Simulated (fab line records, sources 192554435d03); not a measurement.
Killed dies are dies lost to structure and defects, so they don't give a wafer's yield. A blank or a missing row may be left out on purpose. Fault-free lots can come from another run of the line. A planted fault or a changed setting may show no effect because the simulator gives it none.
Chamber matching -- flow n5_finfet -- 4 sister chambers for N5_MOL_CONTACT_COAG_ETCHBACK_132 on rie_diel-04
The step etches SiO2 in CHF3, target depth 10 nm, time 6.7 s. 16 wafers are shown with their chamber, then 8 later ones without.

## WAFERS, EACH WITH ITS CHAMBER
wafer,chamber,showerhead_plenum_p_Torr (Torr),drypump_motor_current_A (A),throttle_valve_pct (%)
L076.1,0,2.53,6.4,18.40
L076.5,1,2.27,6.1,18.55
L076.6,2,2.33,6.1,18.81
L077.2,2,2.33,6.1,18.83
L077.3,0,2.53,6.4,18.40
L077.6,0,2.53,6.4,18.40
L080.1,2,2.33,6.1,18.81
L080.2,0,2.53,6.4,18.41
L080.6,3,2.36,6.0,18.58
L082.1,1,2.26,6.1,18.58
L082.2,0,2.52,6.3,18.41
L082.6,0,2.52,6.4,18.42
L090.1,2,2.32,6.1,18.86
L090.4,0,2.52,6.4,18.45
L090.5,3,2.35,6.0,18.61
L091.3,1,2.26,6.1,18.61

SIGNATURES, as means of the wafers listed above
reading,chamber 0,chamber 1,chamber 2,chamber 3,scatter within a chamber
showerhead_plenum_p_Torr,2.5257,2.2633,2.3275,2.3550,0.0055
drypump_motor_current_A,6.386,6.100,6.100,6.000,0.0267
throttle_valve_pct,18.4129,18.5800,18.8275,18.5950,0.0221
Rule: a wafer lies at a distance from a chamber equal to the root of the sum of squares, over the readings, of (its reading less the chamber's mean, divided by the reading's scatter). If the next closest chamber is less than 2 further off than the closest, the wafer can't be placed; otherwise it belongs to the closest. The scatter is the square root of a quotient: the sum, over the shown wafers, of each reading's squared deviation from its chamber's mean, divided by wafers minus chambers.

## WAFERS WHOSE CHAMBER IS MISSING
wafer,showerhead_plenum_p_Torr (Torr),drypump_motor_current_A (A),throttle_valve_pct (%)
L091.4,2.32,6.0,18.86
L091.5,2.32,6.1,18.87
L094.1,2.35,6.0,18.63
L094.2,2.25,6.1,18.62
L094.4,2.31,6.2,18.88
L097.2,2.51,6.4,18.46
L097.4,2.25,6.1,18.63
L097.6,2.51,6.4,18.48

## WHICH CHAMBER EACH ONE RAN IN
wafer,from the rows above,in truth
L091.4,2,2
L091.5,2,2
L094.1,3,3
L094.2,1,1
L094.4,2,2
L097.2,0,0
L097.4,1,1
L097.6,0,0
8 of 8 placed correctly. From these rows, 0 cannot be placed. 0 placed wrongly.
